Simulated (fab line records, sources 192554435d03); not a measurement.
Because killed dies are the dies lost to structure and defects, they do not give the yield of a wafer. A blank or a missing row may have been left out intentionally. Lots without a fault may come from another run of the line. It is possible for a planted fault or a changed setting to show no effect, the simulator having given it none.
Problem report in the 8D (eight disciplines) form, filled by code :: flow n5-finfet :: the parts of the form that need people (team, actions taken, sign-off) are left out

1. PROBLEM STATEMENT
time-to-endpoint-s at N5_ILD0_CMP_03 reads a mean of 136 s on 2 wafers of 1 lot; wafers without a fault read 70 s with a standard deviation of 4. That puts it +17 standard deviations away from the usual mean.
The step: polishes, stops on SiNx, t overpolish 1.9 s, target thk 197.38 nm.
First seen on wafer L769.1, day 8 15:38, on cmp-02. The record holds 27 wafers of 9 lots with a number at this step. Rule for "out" (also "out of limits"): further than 4 standard deviations from the usual mean. Any other wafer with a number is counted as sound.

2. WHAT IT IS AND WHAT IT IS NOT
question: which readings at this step
is: time-to-endpoint-s
is not: overpolish-run-s

question: which lots
is: L769
is not: L749, L750, L751, L752, L754, L755, L756, L772

question: which wafers of those lots
is: L769.1, L769.3
is not: L769.4

question: read on which tools
is: cmp-02
is not: cmp-01, cmp-04

question: when
is: from day 8 15:38
is not: up to then (22 sound wafers); but 3 sound wafers of L772 came after

3. SUSPECTS, AND WHAT RULES EACH OUT
Counting: a tool at a process step up to the reading stays a suspect if it ran every lot that is out. Sound lots after the first of them don't rule it out here, since some wafers of a struck lot are sound.
- rie-si-05 at N5_SD_EPI_N_SD_RECESS_17 (chemistry HBr/Cl2/O2, target depth 41 nm, time 23.7 s, bt time 3 s): kept. It processed L769, the lot that is out, at day 8 03:03, and its most recent sound lot before then was L754 at day 4 14:48.
- plasma-asher-02 at N5_SD_EPI_N_STRIP_38 (strips in N2/H2): kept. It processed L769, the lot that is out, at day 8 03:09, and its most recent sound lot before then was L754 at day 4 14:53.
- cmp-02 at N5_ILD0_CMP_03 (polishes, stops on SiNx, t overpolish 1.9 s, target thk 197.38 nm): kept. It processed L769, the lot that is out, at day 8 15:38, and its most recent sound lot before then was L756 at day 5 08:29. On those wafers its own readings are out: time-to-endpoint-s.
- Within rie-si-05 at N5_SD_EPI_N_SD_RECESS_17: the wafers that are out ran in chambers 1, 3; their sound lot-mates ran in chamber 2.
- Within cmp-02 at N5_ILD0_CMP_03: the wafers that are out ran in chambers 2, 3; their sound lot-mates ran in chamber 0.
The count leaves rie-si-05 at N5_SD_EPI_N_SD_RECESS_17, plasma-asher-02 at N5_SD_EPI_N_STRIP_38, and cmp-02 at N5_ILD0_CMP_03.

4. THE CAUSE (what the simulator had put in)
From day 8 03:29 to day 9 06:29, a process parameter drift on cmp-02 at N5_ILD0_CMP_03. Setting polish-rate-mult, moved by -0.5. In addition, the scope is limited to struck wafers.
After counting, 3 suspects remain, this tool included.

5. THE CHAIN OF EFFECTS, in route order
Rows list readings where the struck wafers' mean (over those with a number) sits beyond 3 standard deviations from the usual. Scope: only readings with a usual standard deviation given in the record; hours: median across lots of the time from each lot's start at the first step in this table that gives one to its start at this step; sigmas: change in usual standard deviations.
hours: 0
step: N5_ILD0_CMP_03
reading: time-to-endpoint-s
usual: 70 s
on struck wafers: 136
change: +66
sigmas: +17
Its process steps:
- N5_ILD0_CMP_03: polishes, stops on SiNx, t overpolish 1.9 s, target thk 197.38 nm.
Later steps that measure or inspect, where all struck wafers having a row at the step show a number for every such reading and not one has moved that far: N5_BEOL_M4_RC_MEAS_101.

6. HOW IT WOULD HAVE BEEN CAUGHT EARLIER
12 hours passed between the start of the fault at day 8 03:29 and the first reading out of limits in this record, taken at day 8 15:38.
